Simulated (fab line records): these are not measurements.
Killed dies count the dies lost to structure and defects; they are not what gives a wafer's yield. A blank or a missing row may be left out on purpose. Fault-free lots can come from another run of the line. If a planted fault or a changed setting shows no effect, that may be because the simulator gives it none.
Matching of chambers ; flow n5-finfet ; 4 sister chambers for N5_BEOL_M7_ALD_77 on ald-metal-01
The step deposits TaN, target thk 2 nm, pulse time 2 s, purge time 3 s. 4 wafers are shown with their chamber, then 7 later ones without.

## WAFERS PAIRED WITH THEIR CHAMBERS
wafer;chamber;heater-power-w (W)
L093.4;1;441
L093.6;3;395
L091.3;2;454
L091.5;0;406

## WAFERS WITHOUT THEIR CHAMBER
wafer;heater-power-w (W)
L091.6;444
L094.3;448
L094.5;454
L094.6;379
L096.1;401
L096.4;438
L096.5;439

## THE CHAMBER EACH PASSED THROUGH
wafer;from the rows above;in truth
L091.6;can't be placed: 1 or 2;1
L094.3;can't be placed: 2 or 1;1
L094.5;can't be placed: 2 or 1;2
L094.6;can't be placed: 3 or 0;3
L096.1;can't be placed: 0 or 3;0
L096.4;can't be placed: 1 or 2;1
L096.5;can't be placed: 1 or 2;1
Correctly placed: 0 of 7. Can't be placed from these rows: 7 (the true chamber is among the candidates in 7). Wrongly placed: 0.
How it was worked out, from the rows above alone: a wafer's distance from a chamber is the root of the sum, over the readings, of the square of ((its reading less the chamber's mean) divided by the reading's scatter). The wafer belongs to the nearest chamber; if the next one is less than 2 further off, it can't be placed. Each chamber's mean is taken over the wafers shown for it. The scatter (one wafer shown for each chamber): square how far every hidden wafer sits from the nearest shown wafer, average those squares and take the square root.
